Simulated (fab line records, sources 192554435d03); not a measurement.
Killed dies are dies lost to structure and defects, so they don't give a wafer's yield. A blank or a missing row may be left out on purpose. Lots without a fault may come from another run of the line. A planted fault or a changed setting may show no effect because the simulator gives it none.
A struck lot beside a sound one | flow n5_finfet | 16 steps out of a route of 1938
Sound: wafers L409.2, L409.5, L409.6. Struck: wafer L422.4. (L422.2 of the same lot was not struck and is left out.) The cause comes at the end.
At each step with rows: each side's tool, then ch and its chambers, then its first start. Under that, the readings that differ: sound wafers | struck wafers | difference of the means | sigmas: that difference in standard deviations of wafers without a fault.
alike: readings whose means differ by less than 2 such deviations, and words and numbers that are the same on both sides. not compared: withheld readings, readings that some wafer has no value for, bounds like >300 that may hide the same value, and numbers for which the record gives no deviation and whose values overlap.
The two part at a step that has a row with sigmas, a row that says differs or no value, or rows on one side only. Numbers that don't overlap but have no deviation are shown without sigmas and don't part them. A reading that every wafer of one side lacks parts them only if that side has two wafers or more.

first, 4 steps without rows for these wafers: N5_HKMG_FIN_ETCH_86 (etches SOC in N2/H2, stops on TiN, target depth 393.2 nm); N5_HKMG_FIN_STRIP_89 (strips SOC in N2/H2, time 20 s); N5_HKMG_FIN_WET_ETCH_87 (etches TiN in SC1, time 154.2 s, target depth 4.7 nm, rinse time 30 s); N5_HKMG_FIN_STRIP_88 (strips in N2/H2, time 360 s).
N5_HKMG_FIN_NWFM_ALD_20: deposits TiAlC, target thk 2 nm, pulse time 3 s, purge time 2 s.
  sound on ald_metal-03 ch 0,1, day 5 17:44; struck on ald_metal-03 ch 0, day 9 00:19
  alike: heater_power_w, precursor_pulse_height_rel
  not compared: ald_cycles
then, 2 steps without rows for these wafers: N5_HKMG_FIN_ALD_71 (deposits TiN, target thk 1 nm, pulse time 1 s, purge time 3 s); N5_HKMG_FIN_COAT_66 (time 60 s, resist thk 300 nm).
N5_HKMG_FIN_ETCH_67: etches SOC in N2/H2, stops on TiN, target depth 388.9 nm.
  sound on rie_diel-06 ch 0,1, day 5 18:10; struck on rie_diel-06 ch 2, day 9 00:46
  alike: drypump_motor_current_A, oes_product_au, rf_vpp_V, showerhead_plenum_p_Torr, throttle_valve_pct
  not compared: rf_hours_counter_h
N5_HKMG_FIN_STRIP_90: strips SOC in N2/H2, time 20 s.
  sound on rie_diel-06 ch 0,1, day 5 18:14; struck on rie_diel-06 ch 2, day 9 00:49
  reading      | sound          | struck | difference | sigmas
  rf_vpp_V (V) | 54.7 53.9 54.6 | 51.9   | -2.5       | -3
  alike: drypump_motor_current_A, oes_product_au, showerhead_plenum_p_Torr, throttle_valve_pct
  not compared: rf_hours_counter_h
then, 1 step without rows for these wafers: N5_HKMG_FIN_WET_ETCH_73 (etches the open film in SC1, time 42.3 s, target depth 1.3 nm, rinse time 30 s).
N5_HKMG_FIN_ETCHBACK_68: etches the open film in Cl2/Ar, stops on HfO2, target depth 0.5 nm.
  sound on rie_metal-03 ch 0,1, day 5 18:23; struck on rie_metal-01 ch 1, day 9 00:59
  alike: drypump_motor_current_A, mfc_ar_sccm, oes_ar_750_au, oes_product_au, throttle_valve_pct
  not compared: rf_hours_counter_h
N5_HKMG_FIN_STRIP_69: strips in N2/H2, time 360 s.
  sound on plasma_asher-01 ch 0,1, day 5 18:32; struck on plasma_asher-01 ch 0, day 9 01:08
  alike: drypump_motor_current_A, heater_power_w
  not compared: rf_hours_counter_h
N5_HKMG_FIN_ALD_21: deposits TiN, target thk 1.5 nm, pulse time 1 s, purge time 3 s.
  sound on ald_metal-01 ch 2,3, day 5 18:55; struck on ald_metal-01 ch 2, day 9 01:31
  reading    | sound    | struck | difference | sigmas
  ald_cycles | 68 68 68 | 76     | +8         |
  alike: heater_power_w, precursor_pulse_height_rel
then, 1 step without rows for these wafers: N5_HKMG_FIN_ALD_72 (deposits W, target thk 2 nm, pulse time 1 s, purge time 2 s).
-- the record jumps here: 4 days lie between the struck wafers' starts before and after (it left off in module HKMG_FIN and takes up again in module BEOL_M4, whose first step shown is number 1111 of the route) --
N5_BEOL_M4_RC_MEAS_101:
  sound on prober-01 ch 0, day 9 07:14; struck on prober-02 ch 0, day 12 19:20
  alike: DIBL_N, DIBL_P, IOFF_N, IOFF_P, ION_N, ION_P, SS_N, SS_P, VT_N, VT_P
-- the record jumps here: 5 days lie between the struck wafers' starts before and after (it left off in module BEOL_M4 and takes up again in module PASSIVATION, whose first step shown is number 1936 of the route) --
N5_PASSIVATION_PROBE_49:
  sound on prober-01, day 13 22:50; struck on prober-02, day 17 14:25
  alike: defect_limited_yield, killed_at_M0_to_M3, killed_at_M4_up, killed_at_contacts, killed_at_front_end, killed_at_other, killed_dies, killed_open, killed_short, sort_bin_5_function, sort_bin_6_memory, sort_n_pass, sort_yield_pct

WHERE THEY PART
Only at N5_HKMG_FIN_STRIP_90, within this record. Later steps at which nothing parts them and some readings are alike: N5_HKMG_FIN_ETCHBACK_68, N5_HKMG_FIN_STRIP_69, N5_HKMG_FIN_ALD_21, N5_BEOL_M4_RC_MEAS_101, N5_PASSIVATION_PROBE_49.

WHY: what the simulator had put in
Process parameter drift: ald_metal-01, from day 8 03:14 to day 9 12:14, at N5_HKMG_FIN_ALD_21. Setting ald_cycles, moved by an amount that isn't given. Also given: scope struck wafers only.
